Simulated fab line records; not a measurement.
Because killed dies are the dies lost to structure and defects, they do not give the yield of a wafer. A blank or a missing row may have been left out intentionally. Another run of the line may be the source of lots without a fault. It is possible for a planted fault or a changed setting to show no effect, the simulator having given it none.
fab line records	flow nand_harc
record: lots: 13	wafers: 39	last_day: 34
route steps=1302 shown A_M1@1179 A_BONDPAD@1203 END@1302
lots that met no fault: from a run of the same line without faults
start_h: start of the lot's first displayed wafer, in hours after the record's first day	wait_h: hours elapsed since this lot's preceding step	" repeats the value in the row above	L1.1+2: several wafers, shown together as one row	- value missing, or start not given	* or withheld: withheld	< > ~ a bound
route shown NAME@n: names a module that has steps shown in the file, with the first one's number in the route	usual: mean/standard deviation taken from wafers without a fault	same: alike in all rows	chamber/n: place in a boat	sites: per-site readings	_std_site: their standard deviation	_edge_site: mean of outer sites minus mean of inner sites	radius_mm: for every site, how far away it sits from the centre of the wafer	mask NAME#n: copy n	behind: the most recent tool/chamber to have shaped the wafer	hold: the reason the lot was held/the length of the hold in hours/how it ended	device: transistor that didn't switch, given as n, p or np	end of line: the tests these same wafers got at the end of their route	where a step has no rows: the recipe by itself	killed: not the wafer's yield, but the dies lost to structure and defects at the first sort	map: the dies of a wafer, with x for killed, . for not killed, _ for no die there
set.NAME: the setting the step ran with; set.NAME@STEP: the setting that earlier step ran with	model.NAME: the simulator's own value behind a step, which no gauge read
the route's steps for a sample of lots (tables are steps, rows are wafers)
services: the hour from which a tool's chamber was out of use, counted from the record's first day as start_h (under 0 if before that day), plus the number of hours and why
== steps ==
step: NHARC_A_M1_CD_MEAS_09
recipe: target_cd_nm: 120	landing_energy_ev: 500
usual: cd_nm: 119.9/0.47
lot.wafer	tool	chamber	start_h	wait_h	cd_nm
L714.4	cd_sem-03	0	553.41	-	120.0
L714.5	"	0	"	"	120.0
L714.6	"	0	"	"	120.3
L716.1	cd_sem-01	0	579.43	-	120.0
L716.3	"	0	"	"	120.7
L716.4	"	0	"	"	120.1
L715.1	cd_sem-02	0	580.53	-	120.6
L715.2	"	0	"	"	120.6
L715.3	"	0	"	"	120.7
L720.2	cd_sem-02	0	612.41	-	120.1
L720.4	"	0	"	"	120.3
L720.5	"	0	"	"	120.4
L721.2	cd_sem-01	0	638.54	-	120.0
L721.4	"	0	"	"	120.3
L721.6	"	0	"	"	119.8
L723.3	cd_sem-01	0	644.84	-	119.7
L723.4	"	0	"	"	119.8
L723.6	"	0	"	"	119.0
L722.2	cd_sem-02	0	646.46	-	120.0
L722.3	"	0	"	"	119.6
L722.4	"	0	"	"	120.7
L730.4	cd_sem-01	0	715.26	-	120.3
L730.5	"	0	"	"	120.5
L730.6	"	0	"	"	120.2
L729.4	cd_sem-02	0	726.00	-	119.5
L729.5	"	0	"	"	119.9
L729.6	"	0	"	"	119.3
L734.1	cd_sem-02	0	761.31	-	119.8
L734.2	"	0	"	"	120.2
L734.5	"	0	"	"	120.3
L732.2	cd_sem-01	0	762.89	-	119.6
L732.5	"	0	"	"	119.6
L732.6	"	0	"	"	119.3
L731.1	cd_sem-03	0	766.19	-	119.5
L731.2	"	0	"	"	120.5
L731.4	"	0	"	"	119.7
L733.2	cd_sem-02	0	769.44	-	119.7
L733.3	"	0	"	"	118.6
L733.5	"	0	"	"	119.6
step: NHARC_A_M1_INSPECT_11
usual: raw_defect_count: 91/36
lot.wafer	tool	chamber	start_h	wait_h	raw_defect_count
L714.4	defect_inspect-01	-	553.53	0.0	168
L714.5	"	-	"	"	159
L714.6	"	-	"	"	170
L716.1	defect_inspect-01	-	579.56	0.0	109
L716.3	"	-	"	"	98
L716.4	"	-	"	"	113
L715.1	defect_inspect-01	-	580.65	0.0	115
L715.2	"	-	"	"	120
L715.3	"	-	"	"	119
L720.2	defect_inspect-02	-	612.54	0.0	135
L720.4	"	-	"	"	131
L720.5	"	-	"	"	146
L721.2	defect_inspect-02	-	638.66	0.0	119
L721.4	"	-	"	"	129
L721.6	"	-	"	"	117
L723.3	defect_inspect-01	-	644.96	0.0	78
L723.4	"	-	"	"	86
L723.6	"	-	"	"	96
L722.2	defect_inspect-01	-	646.59	0.0	145
L722.3	"	-	"	"	128
L722.4	"	-	"	"	125
L730.4	defect_inspect-02	-	715.37	0.0	113
L730.5	"	-	"	"	106
L730.6	"	-	"	"	110
L729.4	defect_inspect-02	-	726.12	0.0	77
L729.5	"	-	"	"	83
L729.6	"	-	"	"	82
L734.1	defect_inspect-01	-	761.43	0.0	70
L734.2	"	-	"	"	73
L734.5	"	-	"	"	66
L732.2	defect_inspect-02	-	763.01	0.0	64
L732.5	"	-	"	"	70
L732.6	"	-	"	"	70
L731.1	defect_inspect-02	-	766.31	0.0	55
L731.2	"	-	"	"	35
L731.4	"	-	"	"	45
L733.2	defect_inspect-01	-	769.57	0.0	46
L733.3	"	-	"	"	58
L733.5	"	-	"	"	67
step: NHARC_A_M1_CMP_23
recipe: t_overpolish_s: 20	target_thk_nm: 154.34
usual: edge_zone_pressure_frac: 1.000/0.0054	motor_current_A: 11.8/1.4	t_overpolish_s: 20/0	time_to_endpoint_s: 28.9/2
lot.wafer	tool	chamber	start_h	wait_h	edge_zone_pressure_frac	motor_current_A	t_overpolish_s	time_to_endpoint_s
L714.4	cmp-01	2	555.77	-	0.998	8.7	20	32.1
L714.6	"	3	"	"	1.001	13.3	20	31.4
L714.5	"	0	"	"	0.998	11.3	20	31.9
L716.3	cmp-04	1	581.78	-	0.999	11.5	20	27.5
L716.1	"	2	"	"	0.988	11.8	20	28.9
L716.4	"	3	"	"	1.000	12.1	20	29.9
L715.3	cmp-02	3	582.94	-	1.009	10.5	20	30.7
L715.2	"	0	"	"	1.001	11.7	20	27.8
L715.1	"	1	"	"	1.004	11.4	20	31.2
L720.2	cmp-01	0	614.79	-	0.998	11.4	20	28.9
L720.4	"	2	"	"	0.998	8.7	20	25.9
L720.5	"	3	"	"	1.003	13.3	20	27.3
L721.2	cmp-01	0	640.85	-	-	-	-	-
L721.4	"	1	"	"	-	-	-	-
L721.6	"	0	"	"	-	-	-	-
L723.4	cmp-04	0	647.30	-	-	-	-	-
L723.3	"	2	"	"	-	-	-	-
L723.6	"	3	"	"	-	-	-	-
L722.2	cmp-04	2	648.79	-	-	-	-	-
L722.4	"	3	"	"	-	-	-	-
L722.3	"	0	"	"	-	-	-	-
L730.4	cmp-04	1	717.60	-	0.991	11.7	20	25.8
L730.5	"	3	"	"	1.003	12.9	20	29.9
L730.6	"	0	"	"	1.000	13.1	20	27.2
L729.4	cmp-04	3	728.35	-	1.005	12.6	20	28.1
L729.6	"	0	"	"	0.997	13.8	20	29.8
L729.5	"	1	"	"	1.004	12.2	20	27.1
L734.1	cmp-04	1	763.65	-	1.006	11.8	20	24.3
L734.2	"	3	"	"	1.000	12.5	20	26.5
L734.5	"	1	"	"	1.009	11.1	20	25.7
L732.2	cmp-04	3	765.17	-	1.003	12.1	20	29.9
L732.5	"	3	"	"	1.005	12.6	20	29.4
L732.6	"	0	"	"	1.001	13.7	20	28.9
L731.4	cmp-01	2	768.62	-	0.999	8.6	20	30.0
L731.1	"	3	"	"	0.996	12.5	20	28.3
L731.2	"	1	"	"	0.995	9.1	20	31.2
L733.3	cmp-01	1	771.79	-	1.013	9.9	20	30.0
L733.2	"	2	"	"	0.990	8.9	20	31.6
L733.5	"	3	"	"	0.996	13.2	20	30.5
step: NHARC_A_M1_THK_MEAS_24
recipe: thk_meas_gauge: xrf
usual: thk_nm: 154.6/1.6
lot.wafer	tool	chamber	start_h	wait_h	thk_nm
L714.4	film_metro-02	-	556.00	-	157.7
L714.5	"	-	"	"	157.2
L714.6	"	-	"	"	154.3
L716.1	film_metro-01	-	582.09	-	155.9
L716.3	"	-	"	"	153.7
L716.4	"	-	"	"	154.5
L715.1	film_metro-01	-	583.26	-	158.4
L715.2	"	-	"	"	155.6
L715.3	"	-	"	"	152.8
L720.2	film_metro-01	-	615.08	-	155.0
L720.4	"	-	"	"	154.0
L720.5	"	-	"	"	155.3
L721.2	film_metro-02	-	641.13	0.3	400.8
L721.4	"	-	"	"	408.5
L721.6	"	-	"	"	401.8
L723.3	film_metro-02	-	647.59	0.2	392.3
L723.4	"	-	"	"	401.0
L723.6	"	-	"	"	398.2
L722.2	film_metro-01	-	649.08	0.3	398.4
L722.3	"	-	"	"	406.4
L722.4	"	-	"	"	401.8
L730.4	film_metro-02	-	717.86	-	151.8
L730.5	"	-	"	"	156.4
L730.6	"	-	"	"	154.2
L729.4	film_metro-01	-	728.58	-	155.1
L729.5	"	-	"	"	152.9
L729.6	"	-	"	"	156.5
L734.1	film_metro-01	-	763.94	-	154.9
L734.2	"	-	"	"	154.5
L734.5	"	-	"	"	152.0
L732.2	film_metro-01	-	765.48	-	155.5
L732.5	"	-	"	"	153.2
L732.6	"	-	"	"	152.5
L731.1	film_metro-02	-	768.93	-	156.7
L731.2	"	-	"	"	155.6
L731.4	"	-	"	"	156.4
L733.2	film_metro-01	-	772.05	-	155.7
L733.3	"	-	"	"	155.5
L733.5	"	-	"	"	151.7
step: NHARC_A_BONDPAD_CMP_29
recipe: target_thk_nm: 200	material: SiCN
usual: edge_zone_pressure_frac: 1.000/0.0047	motor_current_A: 12.4/1.2
lot.wafer	tool	chamber	start_h	wait_h	edge_zone_pressure_frac	motor_current_A
L714.4	cmp-04	3	557.56	-	1.001	12.5
L714.6	"	0	"	"	0.997	13.7
L714.5	"	1	"	"	0.999	11.9
L716.3	cmp-02	0	583.38	-	1.005	11.6
L716.1	"	1	"	"	1.001	11.5
L716.4	"	2	"	"	0.998	14.6
L715.2	cmp-03	1	584.52	-	0.995	11.0
L715.1	"	2	"	"	0.998	13.0
L715.3	"	3	"	"	0.987	13.8
L720.4	cmp-04	2	616.39	-	1.006	11.4
L720.2	"	3	"	"	1.006	13.2
L720.5	"	0	"	"	1.005	13.9
L730.4	cmp-04	0	719.19	-	0.993	14.0
L730.5	"	1	"	"	1.010	11.9
L730.6	"	2	"	"	0.997	11.9
L729.4	cmp-02	3	729.85	-	1.002	10.6
L729.5	"	3	"	"	0.995	10.7
L729.6	"	0	"	"	0.998	12.1
L734.2	cmp-03	0	765.20	-	1.000	12.8
L734.1	"	2	"	"	1.003	13.1
L734.5	"	0	"	"	1.008	13.4
L732.2	cmp-02	2	766.79	-	1.006	14.3
L732.6	"	0	"	"	0.992	12.4
L732.5	"	1	"	"	1.001	10.9
L731.1	cmp-03	0	770.19	-	1.005	12.9
L731.4	"	1	"	"	1.005	11.1
L731.2	"	3	"	"	1.003	14.0
L733.3	cmp-04	1	773.33	-	0.998	12.3
L733.2	"	3	"	"	1.003	12.7
L733.5	"	1	"	"	0.996	11.2
step: NHARC_END_SORT_01
recipe: temp_c: 25
usual: defect_limited_yield: 90.7/3	killed_at_array: 58/20	killed_at_other: 0.9/1.4	killed_at_periphery: 4/3.1	killed_dies: 63/20	killed_open: 3.3/1.8	killed_short: 2.4/1.5
same: gross_dies: 677
lot.wafer	tool	chamber	start_h	wait_h	defect_limited_yield[%]	killed_at_array	killed_at_other	killed_at_periphery	killed_dies	killed_open	killed_short
L721.2	prober-01	0	674.50	2.8	0	675	0	2	677	5	5
L721.4	prober-01	0	676.08	3.4	0	672	1	4	677	2	0
L721.6	prober-01	0	677.66	3.9	0	670	3	4	677	4	1
L722.2	prober-01	0	688.57	2.8	0	673	0	4	677	7	3
L722.3	prober-01	0	689.36	3.1	0	673	0	4	677	1	2
L722.4	prober-01	0	690.15	3.4	0	665	1	11	677	2	4
L723.3	prober-02	0	689.32	3.1	0	672	1	4	677	5	3
L723.4	prober-02	0	690.11	3.4	0	673	1	3	677	4	4
L723.6	prober-02	0	691.71	4.0	0	669	1	7	677	6	4
L729.4	prober-01	0	773.68	3.4	90.7	56	0	7	63	3	1
L729.5	prober-01	0	774.48	3.7	92.5	43	0	8	51	1	1
L729.6	prober-01	0	775.27	4.0	94.1	32	0	8	40	3	1
L734.1	prober-02	0	796.74	2.5	92.9	44	2	2	48	4	1
L734.2	prober-02	0	797.54	2.8	91.6	54	1	2	57	3	1
L734.5	prober-02	0	799.92	3.7	91.0	56	3	2	61	3	5
L732.2	prober-01	0	797.57	2.8	92.2	50	1	2	53	5	2
L732.5	prober-01	0	799.99	3.7	93.4	44	0	1	45	2	4
L732.6	prober-01	0	800.80	4.0	92.0	54	0	0	54	1	3
killed by level:class
L721.2 A_M1:area_cmp=599 A_CHANNEL_HOLE_D1:chamber_film_flake=35 A_SLIT:chamber_film_flake=18 A_CONTACT:chamber_film_flake=8 A_STAIRCASE:chamber_film_flake=3 A_CHANNEL_FILL_D1:geometric_particle:open=2 A_SOURCE_PLATE:geometric_particle:open=1 A_SOURCE_PLATE:geometric_particle:short=1
L721.4 A_M1:area_cmp=593 A_CHANNEL_HOLE_D1:chamber_film_flake=34 A_SLIT:chamber_film_flake=34 A_CONTACT:chamber_film_flake=4 P_BONDPAD:chamber_film_flake=3 A_STAIRCASE:chamber_film_flake=3 A_ONON_D1:geometric_particle:open=1 A_CONTACT:geometric_particle:open=1
L721.6 A_M1:area_cmp=597 A_CHANNEL_HOLE_D1:chamber_film_flake=34 A_SLIT:chamber_film_flake=23 A_CONTACT:chamber_film_flake=8 P_BONDPAD:chamber_film_flake=2 THIN_TSV:chamber_film_flake=2 A_STAIRCASE:chamber_film_flake=2 A_WL_FILL:chamber_film_flake=2
L722.2 A_M1:area_cmp=608 A_CHANNEL_HOLE_D1:chamber_film_flake=30 A_SLIT:chamber_film_flake=14 A_CHANNEL_HOLE_D2:chamber_film_flake=5 A_CONTACT:chamber_film_flake=5 A_STAIRCASE:chamber_film_flake=3 A_WL_FILL:geometric_particle:short=2 A_M0:geometric_particle:open=2
L723.3 A_M1:area_cmp=621 A_CHANNEL_HOLE_D1:chamber_film_flake=25 A_CHANNEL_HOLE_D2:chamber_film_flake=10 A_SLIT:chamber_film_flake=3 A_CHANNEL_FILL_D2:geometric_particle:open=2 P_BONDPAD:chamber_film_flake=2 A_STAIRCASE:chamber_film_flake=2 A_WL_FILL:chamber_film_flake=2
L722.3 A_M1:area_cmp=614 A_CHANNEL_HOLE_D1:chamber_film_flake=28 A_SLIT:chamber_film_flake=14 A_STAIRCASE:chamber_film_flake=7 A_CHANNEL_HOLE_D2:chamber_film_flake=5 P_BONDPAD:chamber_film_flake=2 A_CONTACT:chamber_film_flake=2 P_M1:geometric_particle:short=1
L723.4 A_M1:area_cmp=604 A_CHANNEL_HOLE_D1:chamber_film_flake=32 A_CHANNEL_HOLE_D2:chamber_film_flake=19 P_BONDPAD:chamber_film_flake=3 A_STAIRCASE:chamber_film_flake=3 A_SLIT:chamber_film_flake=3 A_ZERO_WELL:chamber_film_flake=2 A_CHANNEL_FILL_D1:geometric_particle:short=1
L722.4 A_M1:area_cmp=587 A_CHANNEL_HOLE_D1:chamber_film_flake=34 A_SLIT:chamber_film_flake=20 A_CHANNEL_HOLE_D2:chamber_film_flake=11 P_BONDPAD:chamber_film_flake=4 A_CONTACT:chamber_film_flake=4 A_STAIRCASE:chamber_film_flake=3 P_ZERO_WELL:chamber_film_flake=2
L723.6 A_M1:area_cmp=597 A_CHANNEL_HOLE_D1:chamber_film_flake=36 A_CHANNEL_HOLE_D2:chamber_film_flake=23 P_BONDPAD:chamber_film_flake=4 A_CHANNEL_FILL_D1:geometric_particle:open=2 P_CONTACT:geometric_particle:open=1 A_ONON_D1:geometric_particle:short=1 A_CHANNEL_HOLE_D1:geometric_particle:short=1
L729.4 A_SLIT:chamber_film_flake=25 A_CHANNEL_HOLE_D1:chamber_film_flake=14 A_BONDPAD:chamber_film_flake=5 A_STAIRCASE:chamber_film_flake=4 A_CHANNEL_HOLE_D2:chamber_film_flake=3 P_STI:chamber_film_flake=2 P_GATE:chamber_film_flake=2 P_M0:chamber_film_flake=2
L729.5 A_SLIT:chamber_film_flake=26 A_CHANNEL_HOLE_D1:chamber_film_flake=12 P_M0:chamber_film_flake=5 P_STI:geometric_particle:short=1 A_M1:geometric_particle:open=1 P_STI:chamber_film_flake=1 P_GATE:chamber_film_flake=1 A_CHANNEL_HOLE_D2:chamber_film_flake=1
L729.6 A_SLIT:chamber_film_flake=19 P_STI:chamber_film_flake=5 A_CHANNEL_HOLE_D1:chamber_film_flake=5 A_CHANNEL_HOLE_D2:chamber_film_flake=3 A_CONTACT:chamber_film_flake=2 P_CONTACT:geometric_particle:open=1 P_M2:geometric_particle:open=1 A_SOURCE_PLATE:geometric_particle:short=1
L734.1 A_CHANNEL_HOLE_D2:chamber_film_flake=16 A_SLIT:chamber_film_flake=11 A_CONTACT:chamber_film_flake=8 A_CHANNEL_FILL_D1:geometric_particle:open=2 A_M0:chamber_film_flake=2 THIN_TSV:chamber_film_flake=2 P_M1:geometric_particle:short=1 A_ONON_D1:geometric_particle:open=1
L734.2 A_CHANNEL_HOLE_D2:chamber_film_flake=38 A_CONTACT:chamber_film_flake=5 A_SLIT:chamber_film_flake=4 P_M0:geometric_particle:open=2 A_M0:chamber_film_flake=2 A_CHANNEL_FILL_D2:geometric_particle:open=1 STARTING-WAFER:geometric_particle:short=1 A_CHANNEL_HOLE_D1:chamber_film_flake=1
L732.2 A_SLIT:chamber_film_flake=35 A_CONTACT:chamber_film_flake=5 A_SGD_CUT:chamber_film_flake=4 P_M2:geometric_particle:open=2 A_ONON_D1:geometric_particle:open=2 A_CONTACT:geometric_particle:short=1 A_M0:geometric_particle:short=1 STARTING-WAFER:geometric_particle:open=1
L734.5 A_CHANNEL_HOLE_D2:chamber_film_flake=33 A_SLIT:chamber_film_flake=9 A_CONTACT:chamber_film_flake=4 THIN_TSV:chamber_film_flake=3 A_DECK1_JOINT:geometric_particle:short=2 A_M0:chamber_film_flake=2 P_GATE:geometric_particle:open=1 P_M0:geometric_particle:open=1
L732.5 A_SLIT:chamber_film_flake=19 A_CONTACT:chamber_film_flake=9 A_SGD_CUT:chamber_film_flake=6 A_ONON_D1:geometric_particle:short=1 A_CHANNEL_HOLE_D1:geometric_particle:short=1 A_CHANNEL_FILL_D1:geometric_particle:short=1 A_DECK1_JOINT:geometric_particle:open=1 A_CONTACT:geometric_particle:short=1
L732.6 A_SLIT:chamber_film_flake=37 A_SGD_CUT:chamber_film_flake=6 A_CONTACT:chamber_film_flake=4 A_ONON_D2:geometric_particle:short=1 A_CHANNEL_HOLE_D2:geometric_particle:short=1 A_CHANNEL_FILL_D2:geometric_particle:short=1 A_SGD_CUT:geometric_particle:open=1 A_CHANNEL_HOLE_D1:chamber_film_flake=1
== services ==
tool	chamber	start_h	hours	kind
cmp-03	-	555.61	4.0	pm
cmp-02	-	574.13	0.9	repair
cmp-01	-	577.77	4.0	pm
cmp-01	-	581.77	-	consumable_replace:conditioner
cmp-01	-	581.77	-	consumable_replace:pad
cmp-02	-	595.68	1.2	repair
cmp-04	-	601.16	4.0	pm
cmp-01	-	602.49	2.0	repair
cmp-04	-	605.16	-	consumable_replace:conditioner
cmp-04	-	605.16	-	consumable_replace:pad
cmp-03	-	611.67	2.2	repair
cmp-02	-	624.94	4.0	pm
cmp-02	-	628.94	-	consumable_replace:conditioner
cmp-03	-	653.61	4.0	pm
cmp-01	-	675.77	4.0	pm
cmp-01	-	679.77	-	consumable_replace:conditioner
cmp-01	-	679.77	-	consumable_replace:pad
cmp-04	-	699.16	4.0	pm
cmp-04	-	703.16	-	consumable_replace:conditioner
cmp-04	-	703.16	-	consumable_replace:pad
cmp-02	-	722.94	4.0	pm
cmp-03	-	751.61	4.0	pm
cmp-01	-	759.25	1.2	repair
cmp-02	-	763.89	2.2	repair
== key ==
first_sign: step: NHARC_A_M1_CMP_23	reading: tool_record	direction: missing
effect: step: NHARC_A_M1_THK_MEAS_24	reading: thk_nm	direction: up	sigmas: 99+	usual: 154.6	struck: 401.0
effect: step: NHARC_END_SORT_01	reading: killed_at_array	direction: up	sigmas: 31	usual: 58	struck: 671
more_kills_born_at: NHARC_A_M1_CMP_23@cmp-04: 3631	NHARC_A_M1_CMP_23@cmp-01: 1789
met_at NHARC_A_M1_CMP_23
struck_lots L721,L722,L723
later_rows_left_out L721.2,L721.4,L721.6,L722.2,L722.3,L722.4,L723.3,L723.4,L723.6
not_acting_at NHARC_A_M1_CD_MEAS_09,NHARC_A_M1_INSPECT_11,NHARC_A_BONDPAD_CMP_29
onset_between 614.79 640.85
fault: kind: skipped_step_whole	tool: cmp-01,cmp-04	chamber: -	onset_h: 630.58	steps: NHARC_A_M1_CMP_23	scope: struck_lots_only
later_rows_left_out: the simulator's readings of these wafers behind a module that went badly wrong aren't trusted and aren't shown, but for the sort
